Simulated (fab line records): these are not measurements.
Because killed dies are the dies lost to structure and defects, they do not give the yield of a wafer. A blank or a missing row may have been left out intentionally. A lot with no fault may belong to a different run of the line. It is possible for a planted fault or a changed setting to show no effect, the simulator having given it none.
A single fault, viewed from 2 desks ; flow nand_harc ; every desk sees just its own numbers, and what lay behind them comes last

== FROM THE METROLOGY DESK ==
Means of the sampled wafers that have a number, per lot and without regard to the tool the lot ran on: this is what the gauges read. If a lot's mean is further than 4 standard deviations from the usual mean, the lot is out of limits and carries the mark OUT (the distance appears in the brackets).
Columns: A = overlay_x_nm at NHARC_A_M0_OVL_MEAS_10, usual 0.0 nm; B = overlay_y_nm at NHARC_A_M0_OVL_MEAS_10, usual 0.3 nm
lot;first seen here;A;B
L521;day 23 09:08;-1.5;1.1
L523;day 23 13:51;-0.0;0.1
L522;day 23 17:04;0.5;-0.4
L525;day 24 02:00;-0.5;-0.0
L526;day 24 20:17;-0.5;0.9
L527;day 25 12:47;-1.0;0.9
L529;day 26 21:32;0.3;-0.5
L531;day 27 08:06;-1.1;-0.5
L535;day 29 03:50;0.5;-0.1
L540;day 31 05:13;0.6;-0.5
L541;day 31 18:46;-0.3;1.2
L543;day 32 10:02;-0.3;1.2
Finding of this desk: none of the 12 lots has anything out of limits.

== AT THE TOOL OWNER'S DESK: rie_diel-07 ==
The tool's own readings at NHARC_A_M0_ETCH_34 (etches the open film in N2/H2, target depth 40 nm, overetch 12 nm, time 43.94 s): means of the sampled wafers that have a number, for each lot that ran on this tool. If a lot's mean is further than 4 standard deviations from the usual mean, the lot is out of limits and carries the mark OUT (the distance appears in the brackets).
Columns: A = drypump_motor_current_A at NHARC_A_M0_ETCH_34, usual 5.9 A; B = mfc_ar_sccm at NHARC_A_M0_ETCH_34, usual 0.011 sccm; C = oes_product_au at NHARC_A_M0_ETCH_34, usual 0.997 a.u.; D = rf_vpp_V at NHARC_A_M0_ETCH_34, usual 431.7 V; E = run_length_s at NHARC_A_M0_ETCH_34, usual 65.4 s; F = showerhead_plenum_p_Torr at NHARC_A_M0_ETCH_34, usual 2.09 Torr; G = throttle_valve_pct at NHARC_A_M0_ETCH_34, usual 14.171 %
lot;first seen here;A;B;C;D;E;F;G
L522;day 23 17:15;5.9;0.003;0.999;432.6;65.7;2.10;14.166
L527;day 25 12:59;5.9;0.001;0.993;430.8;65.2;2.06;14.161
L529;day 26 21:43;6.1;0.001;0.997;429.2;64.9;1.98;14.176
L535;day 29 04:01;6.0;0.004;0.994;430.7;61.5 (-6.4) OUT;2.06;14.177
This desk's finding: out of limits on L535; first on L535, day 29 04:01 (run_length_s at NHARC_A_M0_ETCH_34). L522, L527, L529: within limits.

== ALL TOGETHER ==
The tool owner's desk had the chance to raise an alarm at day 29 04:01 on L535.
The metrology desk saw nothing out of limits.
The metrology desk has L535 on record, within its limits.
The lots listed all ran NHARC_A_M0_ETCH_34 on rie_diel-07.

== WHAT HAD BEEN PUT IN BY THE SIMULATOR ==
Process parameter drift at NHARC_A_M0_ETCH_34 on rie_diel-07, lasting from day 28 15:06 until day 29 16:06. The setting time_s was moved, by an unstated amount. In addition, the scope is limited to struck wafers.
Shown lots that were struck: L535.
Each desk's first reading out of limits, in hours after the fault started: the tool owner's desk, 13.
